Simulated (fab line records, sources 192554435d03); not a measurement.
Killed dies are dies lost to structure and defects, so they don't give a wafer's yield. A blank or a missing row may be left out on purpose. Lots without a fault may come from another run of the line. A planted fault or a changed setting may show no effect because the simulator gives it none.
Which tool did it? | flow n5_finfet | 9 lots, 27 wafers sampled, at 5 steps of a route of 1938

WHAT THE GAUGES READ, wafer by wafer
N5_BEOL_M9_INSPECT_58: inspects for defects (darkfield).
lot  | measured     | on                | raw_defect_count
L326 | day 11 04:28 | defect_inspect-01 | 56 46 41
L327 | day 12 06:48 | defect_inspect-02 | 58 57 60
L330 | day 12 07:20 | defect_inspect-01 | 60 41 84
L332 | day 12 15:49 | defect_inspect-01 | 46 54 59
L334 | day 13 22:10 | defect_inspect-01 | 67 74 47
L337 | day 14 20:10 | defect_inspect-01 | 36 65 57
L339 | day 15 22:02 | defect_inspect-02 | 63 67 36
L345 | day 17 00:40 | defect_inspect-01 | 1229 75 67
L344 | day 17 12:04 | defect_inspect-01 | 63 1212 1261

WHICH TOOL RAN EACH LOT (tool, then ch and the chambers of the sampled wafers, then the start)
lot  | N5_BEOL_M9_STRIP_36                | N5_BEOL_M9_TRENCH_ETCH_37                     | N5_BEOL_M9_ETCH_41                            | N5_BEOL_M9_PRE_CLEAN_55
L326 | rie_diel-04 ch 0,2,3, day 11 00:43 | rie_diel-04 ch 0,2,3, day 11 04:21 or earlier | rie_diel-04 ch 0,2,3, day 11 04:21 or earlier | pecvd-02 ch 0,2, day 11 04:21
L327 | rie_diel-02 ch 0,1, day 12 04:23   | rie_diel-02 ch 0,1, day 12 06:40 or earlier   | rie_diel-02 ch 0,1, day 12 06:40 or earlier   | pecvd-01 ch 0,2, day 12 06:40
L330 | rie_diel-02 ch 0,1, day 12 04:49   | rie_diel-02 ch 0,1, day 12 07:13 or earlier   | rie_diel-02 ch 0,1, day 12 07:13 or earlier   | pecvd-02 ch 1,2, day 12 07:13
L332 | rie_diel-01 ch 0,1,2, day 12 13:18 | rie_diel-01 ch 0,1,2, day 12 15:39 or earlier | rie_diel-01 ch 0,1,2, day 12 15:39 or earlier | pecvd-01 ch 0,2, day 12 15:39
L334 | rie_diel-04 ch 0,1,2, day 13 18:17 | rie_diel-04 ch 0,1,2, day 13 22:02 or earlier | rie_diel-04 ch 0,1,2, day 13 22:02 or earlier | pecvd-02 ch 0,1, day 13 22:02
L337 | rie_diel-04 ch 0,2,3, day 14 15:56 | rie_diel-04 ch 0,2,3, day 14 20:03 or earlier | rie_diel-04 ch 0,2,3, day 14 20:03 or earlier | pecvd-04 ch 0,2, day 14 20:03
L339 | rie_diel-02 ch 0,2, day 15 17:04   | rie_diel-02 ch 0,2, day 15 21:55 or earlier   | rie_diel-02 ch 0,2, day 15 21:55 or earlier   | pecvd-02 ch 1,2, day 15 21:55
L345 | rie_diel-02 ch 2,3, day 16 21:04   | rie_diel-02 ch 2,3, day 17 00:32 or earlier   | rie_diel-02 ch 2,3, day 17 00:32 or earlier   | pecvd-01 ch 0,2, day 17 00:32
L344 | rie_diel-04 ch 0,2,3, day 17 07:46 | rie_diel-04 ch 0,2,3, day 17 11:57 or earlier | rie_diel-04 ch 0,2,3, day 17 11:57 or earlier | pecvd-01 ch 0,2, day 17 11:57
- N5_BEOL_M9_STRIP_36: strips in N2/H2.
- N5_BEOL_M9_TRENCH_ETCH_37: etches SiCOH lowk in C4F6/O2, target depth 151.43 nm, time 49 s.
- N5_BEOL_M9_ETCH_41: etches SiCN in CH3F/O2, target depth 36.6 nm, time 70.1 s.
- N5_BEOL_M9_PRE_CLEAN_55: time 15 s.

THE ANSWER, worked out from the rows above alone
Rule: what is usual is taken from the lots themselves. Put in order of their means at a reading, lots are off if they are a third of the lots or fewer, leave a main group of 4 or more, and stand apart from it by a gap of 3 or more times the standard deviation of the main group's means; of several such gaps the widest counts. A main group whose means are all the same, to the digits that the tables above print for the reading, isn't used. A lot without any number at a reading at which 4 lots or more have one is off too. The other lots that the step has rows for count as sound.
Off: L345, L344, at N5_BEOL_M9_INSPECT_58 (raw_defect_count). The main group: mean 56, standard deviation 5.
A tool fits if, at a process step before that reading, it ran every lot that is off, and no sound lot after the first of them. The gauges at N5_BEOL_M9_INSPECT_58 are tried like those tools. N5_BEOL_M9_TRENCH_ETCH_37 gives no start for some lots, so the hours and the order of its lots are those of N5_BEOL_M9_PRE_CLEAN_55. N5_BEOL_M9_ETCH_41 gives no start for some lots, so the hours and the order of its lots are those of N5_BEOL_M9_PRE_CLEAN_55. Can't be told from this: 2 tools fit, pecvd-01 at N5_BEOL_M9_PRE_CLEAN_55, defect_inspect-01 at N5_BEOL_M9_INSPECT_58.

WHAT THE SIMULATOR HAD PUT IN
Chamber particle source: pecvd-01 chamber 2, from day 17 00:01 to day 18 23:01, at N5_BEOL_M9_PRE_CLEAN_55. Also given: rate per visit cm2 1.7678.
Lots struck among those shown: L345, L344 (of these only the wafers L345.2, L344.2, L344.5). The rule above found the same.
